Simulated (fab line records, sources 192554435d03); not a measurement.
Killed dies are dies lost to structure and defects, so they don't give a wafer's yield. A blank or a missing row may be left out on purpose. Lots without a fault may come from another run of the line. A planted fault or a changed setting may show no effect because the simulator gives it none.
Chamber matching | flow n5_finfet | N5_BEOL_M8_ETCH_72 on rie_diel-04: 4 sister chambers
The step etches underlayer in N2/H2, target depth 6.5 nm, time 5.2 s. 4 wafers are shown with their chamber, then 9 later ones without.

WAFERS WITH THEIR CHAMBER
wafer  | chamber | drypump_motor_current_A (A)
L087.3 | 3       | 6.5
L087.5 | 1       | 5.3
L089.4 | 0       | 5.3
L089.5 | 2       | 5.8

WAFERS WITHOUT THEIR CHAMBER
wafer  | drypump_motor_current_A (A)
L093.2 | 5.4
L093.4 | 6.5
L093.6 | 6.5
L095.1 | 5.4
L095.3 | 5.2
L095.6 | 5.2
L097.1 | 5.8
L097.3 | 5.2
L097.6 | 5.2

WHICH CHAMBER EACH WENT THROUGH
wafer  | from the rows above     | in truth
L093.2 | can't be placed: 0 or 1 | 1
L093.4 | 3                       | 3
L093.6 | 3                       | 3
L095.1 | can't be placed: 0 or 1 | 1
L095.3 | can't be placed: 0 or 1 | 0
L095.6 | can't be placed: 0 or 1 | 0
L097.1 | 2                       | 2
L097.3 | can't be placed: 0 or 1 | 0
L097.6 | can't be placed: 0 or 1 | 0
Placed correctly: 3 of 9. Can't be placed from these rows: 6 (the true chamber is among the candidates in 6). Placed wrongly: 0.
How it was worked out, from the rows above alone: a wafer's distance from a chamber is the root of the sum, over the readings, of the square of ((its reading less the chamber's mean) divided by the reading's scatter). The wafer belongs to the nearest chamber; if the next one is less than 2 further off, it can't be placed. A chamber's mean is the mean of its shown wafers. The scatter: with one shown wafer a chamber, the root of the mean of the squares of how far each hidden wafer lies from its nearest shown one.
